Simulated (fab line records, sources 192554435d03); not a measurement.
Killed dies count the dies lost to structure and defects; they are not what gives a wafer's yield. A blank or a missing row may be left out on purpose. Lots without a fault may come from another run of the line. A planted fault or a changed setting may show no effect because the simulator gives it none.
A struck lot beside a sound one || flow n5_finfet || 38 steps out of a route of 1938
Sound: these wafers, L956.2, L956.4, L956.5. Struck: wafers L969.1, L969.5 (left out: L969.6, a lot-mate that was not struck); the cause follows at the end.
For every step that has rows: the tool of each side, followed by ch and its chambers, followed by its first start. Under that, the readings that differ: sound wafers || struck wafers || difference of the means || sigmas: that difference in standard deviations of wafers without a fault.
alike: same words and numbers on both sides, and readings whose means sit less than 2 such deviations apart. not compared: any withheld reading, any reading some wafer has no value for, any bound like >300 that may hide the same value, and any number with overlapping values for which the record gives no deviation.
The two part at a step that has a row with sigmas, a row that says differs or no value, or rows on one side only. Numbers that don't overlap but have no deviation are shown without sigmas and don't part them. A reading missing from all wafers of one side parts the sides only when that side holds two or more wafers.

first, 9 steps without rows for these wafers: N5_BEOL_M6_DESCUM_33 (chemistry O2, time 7 s); N5_BEOL_M6_ETCH_72 (etches underlayer in N2/H2, target depth 6.5 nm, time 5.2 s); N5_BEOL_M6_ETCH_65 (etches SiARC in CF4, target depth 15.6 nm, time 26 s); N5_BEOL_M6_ETCH_66 (etches SOC in N2/H2, target depth 80 nm, overetch 16 nm, time 120 s); N5_BEOL_M6_STRIP_69 (strips in N2/H2); N5_BEOL_M6_STRIP_73 (strips in N2/H2); N5_BEOL_M6_VIA_ETCH_34 (etches SiCOH lowk in C4F6/O2, target depth 126.3 nm, time 50.9 s); N5_BEOL_M6_STRIP_76 (strips in C4F6/O2); N5_BEOL_M6_STRIP_36 (strips in N2/H2).
N5_BEOL_M6_TRENCH_ETCH_37: etches SiCOH lowk in C4F6/O2, target depth 94.435 nm, time 31.5 s.
  sound on rie_diel-05 ch 0,1,2, day 10 01:16; struck on rie_diel-05 ch 0, day 12 15:13
{"reading": "run_length_s (s)", "sound": "54.9 54.7 55.0", "struck": "49.0 49.2", "difference": -5.8, "sigmas": -12}
{"reading": "model.BEOL_M6.feature_depth_nm (nm)", "sound": "94.6 98 96.8", "struck": "83 83.6", "difference": -13, "sigmas": ""}
{"reading": "model.etch.depth_nm (nm)", "sound": "94.56 98.09 96.72", "struck": "83.07 83.5", "difference": -13.17, "sigmas": ""}
{"reading": "model.TiN_of_BEOL_M6_HM_DEP_02.thk_nm (nm)", "sound": "17.4 16.8 16.8", "struck": "17.6 17.6", "difference": "+0.6", "sigmas": ""}
  alike: O2_flow_sccm, drypump_motor_current_A, oes_product_au, rf_vpp_V, showerhead_plenum_p_Torr, throttle_valve_pct
  not compared: rf_hours_counter_h
then, 2 steps without rows for these wafers: N5_BEOL_M6_ETCH_41 (etches SiCN in CH3F/O2, target depth 29.7 nm, time 52 s); N5_BEOL_M6_STRIP_80 (strips in N2/H2, time 10 s).
N5_BEOL_M6_OCD_MEAS_38:
  sound on ocd-01 at day 10 01:25; struck on ocd-01 at day 12 15:22
{"reading": "trench_depth_nm (nm)", "sound": "94.9 97.9 96.7", "struck": "83.0 83.4", "difference": -13.3, "sigmas": -7}
then, 13 steps without rows for these wafers: N5_BEOL_M6_HM_STRIP_39 (strips TiN in peroxide tin strip, target depth 25 nm, time 158 s); N5_BEOL_M6_SRD_40 (time 30 s); N5_BEOL_M6_PRECLEAN_42 (cleans in residue remover, time 60 s); N5_BEOL_M6_SRD_43 (time 30 s); N5_BEOL_M6_CURE_75 (cures SiCOH lowk, time 120 s); N5_BEOL_M6_DEGAS_44 (time 60 s); N5_BEOL_M6_PRE_CLEAN_45 (time 30 s); N5_BEOL_M6_ALD_77 (deposits TaN, target thk 2 nm, pulse time 2 s, purge time 3 s); N5_BEOL_M6_SURFACE_TREAT_79; N5_BEOL_M6_CVD_78 (deposits Co from CCTBA/H2, target thk 2 nm, time 142.3 s); N5_BEOL_M6_SPUTTER_48 (material Cu, target thk 10 nm, time 1.667 s); N5_BEOL_M6_ECD_50 (material Cu, target thk 300 nm); N5_BEOL_M6_ANNEAL_51 (time 90 s).
N5_BEOL_M6_CMP_52: polishes, stops on SiCOH lowk, t overpolish 6.9 s, target thk 80 nm.
  sound on cmp-01 ch 1,3, day 10 03:37; struck on cmp-03 ch 3, day 12 18:48
{"reading": "model.Cu_of_BEOL_M6_ECD_50.thk_nm (nm)", "sound": "82 84.4 85", "struck": "69 68.6", "difference": -15, "sigmas": ""}
  alike: barrier_field_endpoint_s, edge_zone_pressure_frac, motor_current_A, overpolish_run_s, slurry_flow_ml_min, time_to_endpoint_s
N5_BEOL_M6_THK_MEAS_53: measures by xrf.
  sound on film_metro-01 at day 10 03:53; struck on film_metro-01 at day 12 19:06
{"reading": "M6_THK (nm)", "sound": "82.9 85.5 85.9", "struck": "69.1 68.7", "difference": -15.9, "sigmas": -6}
then, 2 steps without rows for these wafers: N5_BEOL_M6_PRE_CLEAN_55 (time 15 s); N5_BEOL_M6_DEP_56 (deposits SiCN from 3MS/NH3, target thk 10 nm, time 17.5 s).
N5_BEOL_M6_RS_MEAS_57: measurement is done with a four-point probe.
  sound on film_metro-02 at day 10 04:01; struck on film_metro-02 at day 12 19:14
{"reading": "M6_RS (ohm/sq)", "sound": "0.277 0.268 0.266", "struck": "0.341 0.343", "difference": "+0.072", "sigmas": "+7"}
then, 5 steps without rows for these wafers: N5_BEOL_M7_ILD_DEP_00 (deposits SiCOH lowk from DEMS/porogen, target thk 179.75 nm, time 33.4 s); N5_BEOL_M7_CURE_74 (cures SiCOH lowk, time 240 s); N5_BEOL_M7_PECVD_70 (deposits SiO2 from TEOS/O2, target thk 20 nm, time 22.7 s); N5_BEOL_M7_HM_DEP_02 (deposits TiN, target thk 20 nm); N5_BEOL_M7_COAT_59 (time 60 s, resist thk 100 nm).
-- the record jumps here: 3 days lie between the struck wafers' starts before and after (it left off in module BEOL_M7 and takes up again in module BEOL_M15, whose first step shown is number 1830 of the route) --
N5_BEOL_M15_RC_MEAS_101:
  sound on prober-02 ch 0, day 13 01:37; struck on prober-02 ch 0, day 15 12:53
{"reading": "COMB_M10_max_site (S/m)", "sound": "1.2e-11 1.6e-11 1.7e-11", "struck": "2e-11 3.1e-11", "difference": "+1e-11", "sigmas": "+2"}
{"reading": "COMB_M15 (S/m)", "sound": "3.2e-12 3.3e-12 3.4e-12", "struck": "1.8e-12 2.3e-12", "difference": -1.3e-12, "sigmas": -3}
{"reading": "SERP_M11 (ohm/um)", "sound": "2.89 3.16 2.92", "struck": "3.33 3.26", "difference": "+0.30", "sigmas": "+2"}
{"reading": "SERP_M14 (ohm/um)", "sound": "0.160 0.154 0.163", "struck": "0.146 0.148", "difference": -0.012, "sigmas": -2}
{"reading": "SERP_M6 (ohm/um)", "sound": "14.1 13.3 13.6", "struck": "15.8 16.2", "difference": "+2.3", "sigmas": "+3"}
{"reading": "SERP_M6_max_site (ohm/um)", "sound": "15.1 14.4 14.2", "struck": "16.4 16.6", "difference": "+1.9", "sigmas": "+3"}
  alike: COMB_M10, COMB_M11, COMB_M12, COMB_M12_max_site, COMB_M13, COMB_M14, COMB_M5, COMB_M7, COMB_M8, COMB_M9, SERP_M10, SERP_M12, SERP_M13, SERP_M5, SERP_M7, SERP_M8, SERP_M8_max_site, SERP_M9
N5_PASSIVATION_PROBE_49:
  sound wafers here have rows in the record (prober-01, day 13 19:49); struck ones have none

== WHERE THEY PART ==
First at N5_BEOL_M6_TRENCH_ETCH_37; last, within this record, at N5_PASSIVATION_PROBE_49.

WHY: what the simulator had put in
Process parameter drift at N5_BEOL_M6_TRENCH_ETCH_37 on rie_diel-05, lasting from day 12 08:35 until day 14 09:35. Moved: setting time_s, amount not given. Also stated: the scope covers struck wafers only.
